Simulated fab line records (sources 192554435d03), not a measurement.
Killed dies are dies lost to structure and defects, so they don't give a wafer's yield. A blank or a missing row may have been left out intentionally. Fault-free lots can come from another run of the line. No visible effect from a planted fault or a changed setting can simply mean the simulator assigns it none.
Chamber matching -- flow n5_finfet -- 4 sister chambers for N5_SD_EPI_N_ETCH_35 on rie_diel-04
The step etches SOC in N2/H2, overetch 108 nm, time 486 s. 16 wafers are shown with their chamber, then 8 later ones without.

EACH WAFER AND ITS CHAMBER
wafer,chamber,throttle_valve_pct (%),drypump_motor_current_A (A),oes_product_au (a.u.)
L076.3,1,23.22,6.0,0.82
L076.5,3,23.70,5.6,0.64
L076.6,0,23.40,5.4,0.86
L079.1,1,23.22,6.0,0.81
L079.4,0,23.43,5.4,0.84
L079.6,0,23.43,5.4,0.84
L080.3,0,23.41,5.4,0.82
L080.4,3,23.71,5.6,0.63
L080.5,0,23.43,5.4,0.83
L084.1,0,23.44,5.5,0.81
L084.2,2,24.09,5.9,0.75
L084.6,0,23.44,5.4,0.81
L086.1,3,23.74,5.6,0.62
L086.5,0,23.46,5.5,0.80
L086.6,1,23.24,6.0,0.78
L088.2,2,24.09,5.9,0.73

SIGNATURES, as means of the wafers listed above
reading,chamber 0,chamber 1,chamber 2,chamber 3,scatter within a chamber
throttle_valve_pct,23.4300,23.2267,24.0900,23.7167,0.0172
drypump_motor_current_A,5.425,6.000,5.900,5.600,0.0354
oes_product_au,0.8263,0.8033,0.7400,0.6300,0.0184
Rule: a wafer lies at a distance from a chamber equal to the root of the sum of squares, over the readings, of (its reading less the chamber's mean, divided by the reading's scatter). If the next closest chamber is less than 2 further off than the closest, the wafer can't be placed; otherwise it belongs to the closest. How the scatter is found: for the shown wafers, subtract from each reading the mean of its chamber, square and add these, divide the total by (wafers less chambers), then take the root.

WAFERS WHOSE CHAMBER IS MISSING
wafer,throttle_valve_pct (%),drypump_motor_current_A (A),oes_product_au (a.u.)
L088.5,24.11,5.9,0.73
L088.6,23.26,6.0,0.78
L096.1,23.48,5.5,0.77
L096.3,24.11,5.9,0.72
L096.6,24.12,5.9,0.72
L097.3,23.49,5.4,0.77
L097.4,23.27,6.0,0.75
L097.6,24.10,5.9,0.72

THE CHAMBER EACH PASSED THROUGH
wafer,from the rows above,in truth
L088.5,2,2
L088.6,1,1
L096.1,0,0
L096.3,2,2
L096.6,2,2
L097.3,0,0
L097.4,1,1
L097.6,2,2
Correctly placed: 8 of 8. Left unplaced by these rows: 0. Number placed wrongly: 0.
